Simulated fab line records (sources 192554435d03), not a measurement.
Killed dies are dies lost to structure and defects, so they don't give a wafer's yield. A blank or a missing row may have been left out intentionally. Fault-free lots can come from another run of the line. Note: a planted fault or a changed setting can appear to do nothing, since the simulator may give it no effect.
Problem report, 8D (eight disciplines) form, completed by code | flow n5Finfet | the parts of the form that need people (team, actions taken, sign-off) are left out

## 1. THE PROBLEM
M6_ILD_THK at N5_BEOL_M6_THK_MEAS_01 reads a mean of 176.6 nm on 4 wafers of 2 lots; wafers without a fault read 155.0 nm with a standard deviation of 2.4. That is +9.0 standard deviations from the usual mean.
First observed at day 9 01:44: wafer L310.5, on filmMetro-02. The record holds 12 wafers of 4 lots with a number at this step. The rule behind "out" and "out of limits": a value lying over 4 standard deviations away from the usual mean. All remaining wafers that have a number are taken as sound.

## 2. WHAT IT IS AND WHAT IT IS NOT
question                    | is                             | is not
which readings at this step | M6_ILD_THK                     | -
which lots                  | L310, L312                     | L311, L323
which wafers of those lots  | L310.5, L310.6, L312.3, L312.5 | L310.2, L312.1
read on which gauges        | filmMetro-02                   | -
when                        | from day 9 01:44               | up to then (4 sound wafers); but 4 sound wafers of L312, L323 came after

## 3. THE SUSPECTS, EACH WITH WHAT RULES IT OUT
Counting: a tool at a process step up to the reading stays a suspect if it ran every lot that is out. Sound lots after the first of them don't rule it out here, since some wafers of a struck lot are sound.
- the gauge at N5_BEOL_M6_THK_MEAS_01: kept. All the wafers that are out were read on filmMetro-02, and no step on other tools shows them out.
- pecvd-02 at N5_BEOL_M6_ILD_DEP_00 (deposits SiCOH lowk from DEMS/porogen, target thk 179.75 nm, time 33.4 s): kept. Every lot that is out went through it, the first being L310 (day 9 01:09); the last sound lot it ran before that was L311 (day 8 17:38).
Left after counting: pecvd-02 at N5_BEOL_M6_ILD_DEP_00, filmMetro-02 at N5_BEOL_M6_THK_MEAS_01.

## 4. THE CAUSE (what the simulator had put in)
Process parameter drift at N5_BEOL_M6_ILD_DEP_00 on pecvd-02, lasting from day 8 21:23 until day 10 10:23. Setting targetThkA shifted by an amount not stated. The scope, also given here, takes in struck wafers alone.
Of the 2 suspects that counting leaves, this tool is one.

## 5. THE EFFECT CHAIN, in route order
Each row: a reading where the mean over the struck wafers with a number is more than 3 standard deviations away from the usual. Scope: only readings with a usual standard deviation given in the record; hours: median across lots of the time from each lot's start at the first step in this table that gives one to its start at this step; sigmas: change in usual standard deviations.
hours | step                   | reading    | usual    | on struck wafers | change | sigmas
0     | N5_BEOL_M6_THK_MEAS_01 | M6_ILD_THK | 155.0 nm | 176.6            | +21.6  | +9.0

## 6. WHAT WOULD HAVE CAUGHT IT SOONER
The first out-of-limits reading at a measuring or inspecting step in this record came at day 9 01:44, 4 hours after the fault's start at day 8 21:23.
Tool readings at N5_BEOL_M6_ILD_DEP_00 with a usual standard deviation given in the record: none out on any struck wafer, hence no alarm at a limit of 4 standard deviations on them.
Lots out: 2; of these, L312 started N5_BEOL_M6_ILD_DEP_00 on pecvd-02 after day 9 01:44. It would have been spared by a hold on the tool at that moment.
